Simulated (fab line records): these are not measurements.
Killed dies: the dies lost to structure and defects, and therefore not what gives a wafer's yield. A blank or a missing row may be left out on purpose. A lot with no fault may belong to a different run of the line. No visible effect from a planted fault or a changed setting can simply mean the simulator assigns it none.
Chamber matching | flow n5Finfet | rieDiel-01 running N5_BEOL_M14_ETCH_68: 4 sister chambers
The step etches SOC in N2/H2, time 450 s. 14 wafers are shown with their chamber, then 7 later ones without.

== WAFERS PAIRED WITH THEIR CHAMBERS ==
wafer  | chamber | drypumpMotorCurrentA (A) | throttleValvePct (%) | showerheadPlenumPTorr (Torr)
L076.1 | 0       | 6.5                      | 17.74                | 2.47
L076.2 | 1       | 5.6                      | 18.06                | 2.52
L076.4 | 2       | 5.0                      | 17.29                | 2.59
L075.2 | 3       | 5.2                      | 18.15                | 2.55
L075.3 | 2       | 5.0                      | 17.28                | 2.59
L075.6 | 2       | 5.0                      | 17.29                | 2.59
L085.2 | 3       | 5.2                      | 18.19                | 2.54
L085.3 | 1       | 5.7                      | 18.10                | 2.51
L085.4 | 0       | 6.5                      | 17.77                | 2.46
L086.2 | 0       | 6.5                      | 17.79                | 2.46
L086.3 | 1       | 5.6                      | 18.12                | 2.51
L086.4 | 3       | 5.2                      | 18.19                | 2.53
L090.2 | 2       | 5.0                      | 17.36                | 2.57
L090.3 | 1       | 5.7                      | 18.10                | 2.50

SIGNATURES, as means of the wafers listed above
reading               | chamber 0 | chamber 1 | chamber 2 | chamber 3 | scatter within a chamber
drypumpMotorCurrentA  | 6.500     | 5.650     | 5.000     | 5.200     | 0.0316
throttleValvePct      | 17.7667   | 18.0950   | 17.3050   | 18.1767   | 0.0289
showerheadPlenumPTorr | 2.4633    | 2.5100    | 2.5850    | 2.5400    | 0.00876
Rule: distance of a wafer from a chamber = root of the sum over the readings of ((wafer's reading minus chamber's mean) / reading's scatter) squared. The wafer belongs to the nearest chamber; if the next one is less than 2 further off, it can't be placed. The scatter is the square root of a quotient: the sum, over the shown wafers, of each reading's squared deviation from its chamber's mean, divided by wafers minus chambers.

== WAFERS MISSING THEIR CHAMBER ==
wafer  | drypumpMotorCurrentA (A) | throttleValvePct (%) | showerheadPlenumPTorr (Torr)
L090.6 | 5.2                      | 18.21                | 2.53
L092.1 | 5.2                      | 18.24                | 2.53
L092.2 | 6.5                      | 17.83                | 2.45
L092.6 | 5.0                      | 17.38                | 2.57
L091.1 | 6.5                      | 17.84                | 2.45
L091.3 | 5.0                      | 17.39                | 2.57
L091.6 | 6.5                      | 17.83                | 2.45

== THE CHAMBER EACH PASSED THROUGH ==
wafer  | from the rows above | in truth
L090.6 | 3                   | 3
L092.1 | 3                   | 3
L092.2 | 0                   | 0
L092.6 | 2                   | 2
L091.1 | 0                   | 0
L091.3 | 2                   | 2
L091.6 | 0                   | 0
Correctly placed: 7 of 7. Not placeable from these rows: 0. Wrongly placed: 0.
